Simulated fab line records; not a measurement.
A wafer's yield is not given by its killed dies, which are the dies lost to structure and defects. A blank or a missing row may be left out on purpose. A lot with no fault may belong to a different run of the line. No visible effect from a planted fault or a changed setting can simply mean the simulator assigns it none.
Split-lot trial | flow n5Finfet | 7 lots, 21 wafers read, on a route of 1938 steps

ON THE SPLIT
At N5_BEOL_M4_COAT_61 (time 60 s, resist thk 60 nm), the setting spinRpm was moved away from the recipe's 1500 rpm on 7 of the 21 wafers read, by -10.9% to +5.7%. The other wafers ran this setting at the recipe's value.

FROM THE SPLIT TO THE READING: what the file shows between them, 8 steps
- N5_BEOL_M4_COAT_62: time 60 s, resist thk 12 nm
- N5_BEOL_M4_COAT_73: time 60 s, resist thk 5 nm
- N5_BEOL_M4_ETCH_74: etches underlayer in N2/H2, target depth 6.5 nm, time 5.2 s
- N5_BEOL_M4_ETCH_63: etches SiARC in CF4, target depth 15.6 nm, time 26 s
- N5_BEOL_M4_ETCH_64: etches SOC in N2/H2, target depth 75 nm, overetch 22.5 nm, time 121.9 s
- N5_BEOL_M4_STRIP_65: strips in N2/H2
- N5_BEOL_M4_STRIP_75: strips in N2/H2
- N5_BEOL_M4_STRIP_66: strips in CF4

THE READING
SOC_of_BEOL_M4_COAT_61.thkNm (the simulator's own value, which no gauge read), in nm, at N5_BEOL_M4_HM_OPEN_17 (chemistry Cl2/BCl3, target TiN, target depth 20 nm, overetch 6 nm). There is no usual value for it anywhere in the file. Across the 14 wafers here that went through the recipe, the average is 52.1 nm and the standard deviation 0.32 nm.

wafer  | tool, chamber at the split | spinRpm as run, rpm | against the recipe | SOC_of_BEOL_M4_COAT_61.thkNm, nm | against lot-mates on the recipe
L076.3 | lithoTrack-03, 0           | 1585                | +5.7%              | 50.2                             | -1.8
L076.4 | lithoTrack-03, 0           | 1500                | recipe             | 52.2                             | -
L076.6 | lithoTrack-03, 0           | 1500                | recipe             | 51.8                             | -
L079.1 | lithoTrack-02, 0           | 1500                | recipe             | 52.6                             | -
L079.4 | lithoTrack-02, 0           | 1500                | recipe             | 52.4                             | -
L079.6 | lithoTrack-02, 0           | 1500                | recipe             | 52.4                             | -
L086.1 | lithoTrack-05, 0           | 1339                | -10.7%             | 56.2                             | +3.8
L086.2 | lithoTrack-05, 0           | 1500                | recipe             | 52.4                             | -
L086.3 | lithoTrack-05, 0           | 1339                | -10.7%             | 56                               | +3.6
L091.1 | lithoTrack-03, 0           | 1336                | -10.9%             | 55.2                             | +3.6
L091.2 | lithoTrack-03, 0           | 1500                | recipe             | 51.6                             | -
L091.4 | lithoTrack-03, 0           | 1500                | recipe             | 51.6                             | -
L092.2 | lithoTrack-02, 0           | 1500                | recipe             | 52.4                             | -
L092.4 | lithoTrack-02, 0           | 1383                | -7.8%              | 54.8                             | +2.4
L092.6 | lithoTrack-02, 0           | 1383                | -7.8%              | 54.8                             | +2.4
L094.1 | lithoTrack-05, 0           | 1500                | recipe             | 52                               | -
L094.2 | lithoTrack-05, 0           | 1500                | recipe             | 52.4                             | -
L094.6 | lithoTrack-05, 0           | 1500                | recipe             | 52.4                             | -
L096.1 | lithoTrack-02, 0           | 1500                | recipe             | 51.8                             | -
L096.2 | lithoTrack-02, 0           | 1382                | -7.9%              | 54.2                             | +2.3
L096.6 | lithoTrack-02, 0           | 1500                | recipe             | 52                               | -

THE FIT
A straight line over all 21 wafers: SOC_of_BEOL_M4_COAT_61.thkNm changes by -0.332 nm for each +1% of spinRpm; r = -0.98; the points scatter about the line by 0.36 nm.
The same after taking each lot's own level away (the mean of its wafers on the recipe; 21 wafers): -0.327 nm for each +1%; r = -1.00; scatter 0.15 nm.
On that fit, the largest move of spinRpm shifts the reading by 3.6 nm.
Across the lots, their own levels run from 51.60 to 52.47 nm, a range of 2.7 times the standard deviation given above.
Consequently the slope shifts little with the lot-to-lot level, the two slopes agreeing.
Check: with one of the wafers moved furthest among these (-10.9%) left out of the fit, the line predicts +3.56 nm for it against its lot-mates. It came out at +3.6 nm against them.

OTHER SPLITS ON THESE WAFERS
Other splits were also applied to these wafers ahead of the reading. Each is held against what the fit with the lots' levels taken away leaves over:
other split on the same wafers | wafers away from the commonest value | r with SOC_of_BEOL_M4_COAT_61.thkNm (lot level and that fit taken away)
N5_BEOL_M1_COAT_61 spinRpm     | 7                                    | +0.15
N5_BEOL_M2_ETCH_69 biasW       | 8                                    | +0.50
N5_BEOL_M2_ETCH_70 biasW       | 3                                    | +0.43
N5_BEOL_M3_COAT_76 spinRpm     | 3                                    | +0.30

THE WHOLE CHAIN: every reading that the file lists as answering this split, in the file's order
step                  | what it does                                                            | reading                                                                       | change (the file's fit)               | r (the file's)
N5_BEOL_M4_COAT_61    | time 60 s, resist thk 60 nm                                             | SOC_of_BEOL_M4_COAT_61.thkNm (the simulator's own value, which no gauge read) | -0.313 nm for each +1% of the setting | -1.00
N5_BEOL_M4_ETCH_64    | etches SOC in N2/H2, target depth 75 nm, overetch 22.5 nm, time 121.9 s | etch.depthNm (the simulator's own value, which no gauge read)                 | -0.316 nm for each +1% of the setting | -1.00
N5_BEOL_M4_HM_OPEN_17 | chemistry Cl2/BCl3, target TiN, target depth 20 nm, overetch 6 nm       | SOC_of_BEOL_M4_COAT_61.thkNm (the simulator's own value, which no gauge read) | -0.324 nm for each +1% of the setting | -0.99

FILE'S OWN FIT
SOC_of_BEOL_M4_COAT_61.thkNm changes by -0.324 nm for each +1% of spinRpm, r = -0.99.
